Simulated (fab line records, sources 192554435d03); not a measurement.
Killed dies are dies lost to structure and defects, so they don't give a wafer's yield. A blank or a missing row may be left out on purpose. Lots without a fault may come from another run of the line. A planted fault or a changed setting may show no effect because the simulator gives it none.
Problem report in the 8D (eight disciplines) form, filled by code | flow n5_finfet | the parts of the form that need people (team, actions taken, sign-off) are left out

1. THE PROBLEM
spin_speed_rpm at N5_BEOL_M9_COAT_63 reads a mean of 1307.5 rpm on 6 wafers of 2 lots; wafers without a fault read 1499.7 rpm with a standard deviation of 0.91. That is -99 or more standard deviations from the usual mean.
The step: time 60 s, resist thk 60 nm.
First seen on wafer L764.4, day 11 09:29, on litho_track-01. The record holds 37 wafers of 13 lots with a number at this step. Rule for "out", or "out of limits": more than 4 standard deviations from the usual mean. The other wafers with a number count as sound.

2. WHAT IT IS AND WHAT IT IS NOT
question                    | is                     | is not
which readings at this step | spin_speed_rpm         | -
which lots                  | L763, L764             | L757, L759, L769, L771, L772, L774, L775, L776, L778, L779, L780
which wafers of those lots  | all that have a number | -
read on which tools         | litho_track-01         | litho_track-02, litho_track-05
when                        | from day 11 09:29      | up to then (6 sound wafers); but 25 sound wafers of L769, L771, L772, L774, L775, L776, L778, L779, L780 came after

3. SUSPECTS, AND WHAT RULES EACH OUT
Counting: a tool at a process step up to the reading stays a suspect if it ran every lot that is out and no sound lot after the first of them.
- litho_track-01 at N5_BEOL_M9_COAT_63 (time 60 s, resist thk 60 nm): ruled out as a lasting fault. Sound lots L778, L779 ran on it after its first lot that is out, L764 (day 11 09:29).
Left after counting: nothing in the record.

4. THE CAUSE (what the simulator had put in)
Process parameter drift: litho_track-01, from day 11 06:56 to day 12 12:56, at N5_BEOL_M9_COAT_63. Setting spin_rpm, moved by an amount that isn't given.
Counting ruled it out, wrongly.

5. THE CHAIN OF EFFECTS, in route order
Each row: a reading whose mean over the struck wafers that have a number lies more than 3 standard deviations from the usual. Only readings for which the record gives a usual standard deviation are gone through. hours: the time from each lot's start at the first step in this table that gives one to its start at this step, as a median over the lots. sigmas: the change in usual standard deviations.
hours | step               | reading        | usual      | on struck wafers | change | sigmas
0     | N5_BEOL_M9_COAT_63 | spin_speed_rpm | 1499.7 rpm | 1307.5           | -192.2 | -99 or more
The process steps in it:
- N5_BEOL_M9_COAT_63: time 60 s, resist thk 60 nm.
Later measuring or inspecting steps at which every struck wafer that the step has a row for has a number for every such reading, and none has moved that far: N5_BEOL_M9_CD_MEAS_28.

6. WHAT WOULD HAVE CAUGHT IT SOONER
In this record the first reading out of limits was taken at day 11 09:29, 3 hours after the fault began at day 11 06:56.
